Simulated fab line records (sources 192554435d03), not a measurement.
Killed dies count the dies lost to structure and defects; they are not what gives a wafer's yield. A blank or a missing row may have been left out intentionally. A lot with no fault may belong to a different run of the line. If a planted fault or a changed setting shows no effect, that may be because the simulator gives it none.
Split-lot experiment | flow n5 finfet | 7 lots, 21 wafers read, on a route of 1938 steps

## ABOUT THE SPLIT
At N5_MOL_CONTACT_COAG_ETCH_91 (etches SOC in N2/H2, target depth 60 nm, overetch 21 nm, time 101.2 s), the setting source w was moved away from the recipe's 840 W on 8 of the 21 wafers read, by -16.0% to +15.2%. All remaining wafers had this setting at the recipe value.

The split's own step is where the reading is taken.

## THE READING
rf vpp V, in V, at N5_MOL_CONTACT_COAG_ETCH_91 (etches SOC in N2/H2, target depth 60 nm, overetch 21 nm, time 101.2 s). Typical for fault-free wafers on this fab line: 523.7 V, with standard deviation 2.6 V.

wafer  | tool, chamber at the split | source w as run, W | against the recipe | rf vpp V, V | against lot-mates on the recipe
L075.2 | rie diel-02, 1             | 705.2              | -16.0%             | 551.4       | +27.4
L075.4 | rie diel-02, 0             | 840                | recipe             | 524.0       | -
L075.6 | rie diel-02, 3             | 705.2              | -16.0%             | 555.0       | +31.0
L076.2 | rie diel-02, 1             | 840                | recipe             | 519.9       | -
L076.4 | rie diel-02, 3             | 840                | recipe             | 522.9       | -
L076.6 | rie diel-02, 1             | 967.7              | +15.2%             | 494.9       | -26.5
L079.1 | rie diel-06, 2             | 946.4              | +12.7%             | 504.2       | no lot-mate on the recipe
L079.4 | rie diel-06, 3             | 946.4              | +12.7%             | 502.4       | no lot-mate on the recipe
L079.6 | rie diel-06, 3             | 946.4              | +12.7%             | 501.3       | no lot-mate on the recipe
L083.2 | rie diel-06, 2             | 840                | recipe             | 524.9       | -
L083.4 | rie diel-06, 3             | 706.9              | -15.8%             | 551.7       | +25.5
L083.5 | rie diel-06, 1             | 840                | recipe             | 527.6       | -
L087.1 | rie diel-01, 2             | 840                | recipe             | 520.6       | -
L087.5 | rie diel-01, 1             | 840                | recipe             | 525.1       | -
L087.6 | rie diel-01, 2             | 840                | recipe             | 521.4       | -
L092.1 | rie diel-01, 3             | 775.6              | -7.7%              | 541.9       | +19.2
L092.5 | rie diel-01, 1             | 840                | recipe             | 524.0       | -
L092.6 | rie diel-01, 2             | 840                | recipe             | 521.3       | -
L096.2 | rie diel-01, 3             | 840                | recipe             | 527.6       | -
L096.3 | rie diel-01, 2             | 840                | recipe             | 519.8       | -
L096.4 | rie diel-01, 0             | 840                | recipe             | 521.4       | -

THE FIT
A straight line over all 21 wafers: rf vpp V changes by -1.8 V for each +1% of source w; r = -0.99; the points scatter about the line by 2.6 V.
The same after taking each lot's own level away (the mean of its wafers on the recipe; 18 wafers): -1.78 V for each +1%; r = -0.98; scatter 2.5 V.
According to that fit, moving source w by its largest amount changes the reading by 29 V.
Across the lots, their own levels run from 521.40 to 526.25 V, a range of 1.9 times the standard deviation given above.
Hence the lot-to-lot level has little effect on the slope; both slopes agree.
Check: +29.3 V against its lot-mates is what the line predicts for one of the wafers moved furthest among these (-16.0%) when that wafer is left out of the fit. It came out at +27.4 V against them.
Tool readings at the split's step, against how far the setting was moved: rf vpp V r = -0.99.

## THESE WAFERS: OTHER SPLITS
These wafers also went through other splits before the reading. Each is held against what the fit with the lots' levels taken away leaves over:
other split on the same wafers        | wafers away from the commonest value | r with rf vpp V (lot level and that fit taken away)
N5_FIN_SAQP_SPACER1_ALD_24 ald cycles | 12                                   | -0.16
N5_FIN_CUT_EXPOSE_05 dose mj          | 5                                    | +0.10
N5_DUMMY_GATE_PECVD_30 time s         | 7                                    | +0.07
N5_DUMMY_GATE_COAT_35 spin rpm        | 7                                    | -0.17
N5_SDB_EXPOSE_08 dose mj              | 7                                    | +0.16
N5_HKMG_FIN_COAT_06 spin rpm          | 7                                    | +0.21

## THE FILE'S OWN FIT
rf vpp V changes by -1.78 V for each +1% of source w, r = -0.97.
